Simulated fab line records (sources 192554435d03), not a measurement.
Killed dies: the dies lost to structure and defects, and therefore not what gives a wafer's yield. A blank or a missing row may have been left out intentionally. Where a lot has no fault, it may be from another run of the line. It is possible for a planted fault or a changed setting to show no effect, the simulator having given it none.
What tool caused it?    flow n5_finfet    34 wafers from 12 lots sampled at 4 of the route's 1938 steps

== WHAT THE GAUGES READ, wafer by wafer ==
The record holds no reading of a measuring or inspecting step that can be judged against a usual standard deviation.

== WHAT TOOL EACH LOT RAN ON (gives the tool, then ch and the chambers of the sampled wafers, and finally the start) ==
lot   N5_BEOL_M7_CMP_52              N5_BEOL_M7_DEP_56                N5_BEOL_M8_PECVD_70              N5_BEOL_M8_HM_DEP_02
L592  cmp-04 ch 0,1, day 9 04:10     pecvd-04 ch 0,2, day 9 04:29     pecvd-02 ch 0,2, day 9 05:16     pvd_sputter-01, day 9 07:19
L590  cmp-01 ch 1,2,3, day 9 12:38   pecvd-02 ch 0,1, day 9 12:58     pecvd-02 ch 0, day 9 13:43       pvd_sputter-01, day 9 14:35
L591  cmp-02 ch 0,2, day 9 18:11     pecvd-02 ch 0,2, day 9 18:31     pecvd-03 ch 0,2, day 9 19:17     pvd_sputter-03, day 9 20:54
L593  cmp-04 ch 1,2, day 10 11:13    pecvd-01 ch 0,1,2, day 10 11:34  pecvd-02 ch 1,2, day 10 12:20    pvd_sputter-01, day 10 13:55
L594  cmp-02 ch 2,3, day 10 11:16    pecvd-04 ch 0,2, day 10 11:33    pecvd-03 ch 1, day 10 12:17      pvd_sputter-01, day 10 13:49
L595  cmp-02 ch 1,2, day 10 16:26    pecvd-04 ch 0,2, day 10 16:48    pecvd-02 ch 1,2, day 10 17:32    pvd_sputter-02, day 10 18:33
L597  cmp-02 ch 0,2,3, day 10 17:10  pecvd-01 ch 0,1,2, day 10 17:26  pecvd-03 ch 1, day 10 18:19      pvd_sputter-01, day 10 18:47
L598  cmp-04 ch 1,2,3, day 11 10:58  pecvd-04 ch 0,1,2, day 11 11:17  pecvd-02 ch 0,1,2, day 11 12:02  pvd_sputter-01, day 11 12:37
L608  cmp-01 ch 0,1,3, day 14 00:51  pecvd-02 ch 1,2, day 14 01:08    pecvd-02 ch 0,1, day 14 01:52    pvd_sputter-01, day 14 02:32
L611  cmp-01 ch 0,1,3, day 14 11:02  pecvd-04 ch 1,2, day 14 11:23    pecvd-04 ch 0,1,2, day 14 12:08  pvd_sputter-02, day 14 13:26
L612  cmp-04 ch 0,1,3, day 14 16:16  pecvd-04 ch 0,2, day 14 16:35    pecvd-03 ch 0,1,2, day 14 17:19  pvd_sputter-01, day 14 18:16
L613  cmp-01 ch 0,3, day 14 16:19    pecvd-02 ch 1,2, day 14 16:32    pecvd-04 ch 1,2, day 14 17:17    pvd_sputter-01, day 14 18:13
- N5_BEOL_M7_CMP_52: polishes, stops on SiCOH lowk, t overpolish 6.9 s, target thk 80 nm.
- N5_BEOL_M7_DEP_56: deposits SiCN from 3MS/NH3, target thk 10 nm, time 17.5 s.
- N5_BEOL_M8_PECVD_70: deposits SiO2 from TEOS/O2, target thk 20 nm, time 22.7 s.
- N5_BEOL_M8_HM_DEP_02: deposits TiN, target thk 20 nm.

== WHAT THE TOOLS THEMSELVES READ (means of the sampled wafers that have a number; where no wafer has one, the mark that the record gives instead) ==
N5_BEOL_M7_CMP_52. Usual: barrier_field_endpoint_s 29.0 s, standard deviation 1.2; motor_current_A 5.9 A, standard deviation 0.6; overpolish_run_s 6.900 s, standard deviation 0.0088; time_to_endpoint_s 63 s, standard deviation 5.4.
lot   tool    barrier_field_endpoint_s (s)  motor_current_A (A)  overpolish_run_s (s)  time_to_endpoint_s (s)  flag
L592  cmp-04  28.2                          5.8                  6.899                 62                      
L590  cmp-01  28.9                          5.7                  6.900                 64                      
L591  cmp-02  28.6                          5.4                  6.906                 62                      
L593  cmp-04  28.1                          6.7                  6.900                 58                      
L594  cmp-02  29.0                          5.5                  6.900                 62                      
L595  cmp-02  31.4                          5.6                  6.909                 71                      
L597  cmp-02  29.5                          5.6                  6.898                 65                      
L598  cmp-04  28.2                          6.5                  6.903                 60                      
L608  cmp-01  29.4                          6.2                  6.903                 63                      
L611  cmp-01  29.6                          6.2                  6.898                 65                      
L612  cmp-04  28.2                          6.1                  6.893                 61                      
L613  cmp-01  28.8                          5.8                  6.902                 62                      

N5_BEOL_M7_DEP_56. Usual: showerhead_plenum_p_Torr 3.665 Torr, standard deviation 0.016; throttle_valve_pct 9.3 %, standard deviation 0.46.
lot   tool      showerhead_plenum_p_Torr (Torr)  throttle_valve_pct (%)  flag
L592  pecvd-04  3.673                            9.3                     
L590  pecvd-02  3.668                            9.4                     
L591  pecvd-02  3.654                            9.2                     
L593  pecvd-01  3.672                            9.1                     
L594  pecvd-04  3.667                            9.2                     
L595  pecvd-04  3.676                            9.3                     
L597  pecvd-01  3.671                            9.3                     
L598  pecvd-04  3.668                            9.3                     
L608  pecvd-02  3.660                            9.2                     
L611  pecvd-04  3.660                            9.1                     
L612  pecvd-04  3.674                            9.2                     
L613  pecvd-02  3.668                            9.2                     

N5_BEOL_M8_PECVD_70. Usual: heater_power_w 654 W, standard deviation 92; showerhead_plenum_p_Torr 8.78 Torr, standard deviation 0.065; susceptor_temp_C 400.00 C, standard deviation 0.23; throttle_valve_pct 22.6 %, standard deviation 0.91.
lot   tool      heater_power_w (W)  showerhead_plenum_p_Torr (Torr)  susceptor_temp_C (C)  throttle_valve_pct (%)  flag
L592  pecvd-02  679                 8.69                             400.10                22.3                    
L590  pecvd-02  563                 8.74                             400.11                23.1                    
L591  pecvd-03  771                 8.77                             400.21                22.5                    
L593  pecvd-02  729                 8.77                             399.78                22.4                    
L594  pecvd-03  479                 8.77                             400.06                22.5                    
L595  pecvd-02  710                 8.77                             399.87                22.4                    
L597  pecvd-03  503                 8.78                             400.12                22.8                    
L598  pecvd-02  703                 8.77                             399.80                23.0                    
L608  pecvd-02  652                 8.79                             403.19                23.4                    OFF
L611  pecvd-04  676                 8.82                             400.03                22.8                    
L612  pecvd-03  637                 8.77                             400.00                22.2                    
L613  pecvd-04  684                 8.78                             399.75                22.1                    

N5_BEOL_M8_HM_DEP_02. Usual: throttle_valve_pct 30.3 %, standard deviation 1.3.
lot   tool            throttle_valve_pct (%)  flag
L592  pvd_sputter-01  30.6                    
L590  pvd_sputter-01  29.8                    
L591  pvd_sputter-03  28.9                    
L593  pvd_sputter-01  28.9                    
L594  pvd_sputter-01  29.2                    
L595  pvd_sputter-02  31.3                    
L597  pvd_sputter-01  30.4                    
L598  pvd_sputter-01  29.7                    
L608  pvd_sputter-01  29.7                    
L611  pvd_sputter-02  31.6                    
L612  pvd_sputter-01  29.8                    
L613  pvd_sputter-01  30.8                    

== THE ANSWER, worked out from the rows above alone ==
Rule: lot off if the mean of its wafers having a number is beyond 3 standard deviations from the usual mean. Also off: a lot with no number at a reading for which 4 or more lots have one. The other lots that the step has rows for count as sound. First the gauges in route order, then the tools' own readings, where a lot's mean is used as printed above. The first step at which some lot is off is used, and at that step the reading that is off furthest; a lot without a number counts as furthest.
Off, at N5_BEOL_M8_PECVD_70 on susceptor_temp_C: L608.
A tool fits if, at that step or a process step before it, it ran every lot that is off, and no sound lot after the first of them. One fits: pecvd-02 at N5_BEOL_M8_PECVD_70. Its last sound lot is L598 (day 11 12:02), its first lot that is off L608 (day 14 01:52): a fault that began between those two fits.
The tool's own readings at N5_BEOL_M8_PECVD_70 bear it out: on the lots that are off they differ by more than 5 times the standard deviation of the sound lots' means. susceptor_temp_C reads 403.19 C there against 399.98 C on the sound lots.

== WHAT THE SIMULATOR PUT IN ==
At N5_BEOL_M8_PECVD_70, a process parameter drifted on pecvd-02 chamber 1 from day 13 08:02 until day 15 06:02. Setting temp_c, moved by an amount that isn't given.
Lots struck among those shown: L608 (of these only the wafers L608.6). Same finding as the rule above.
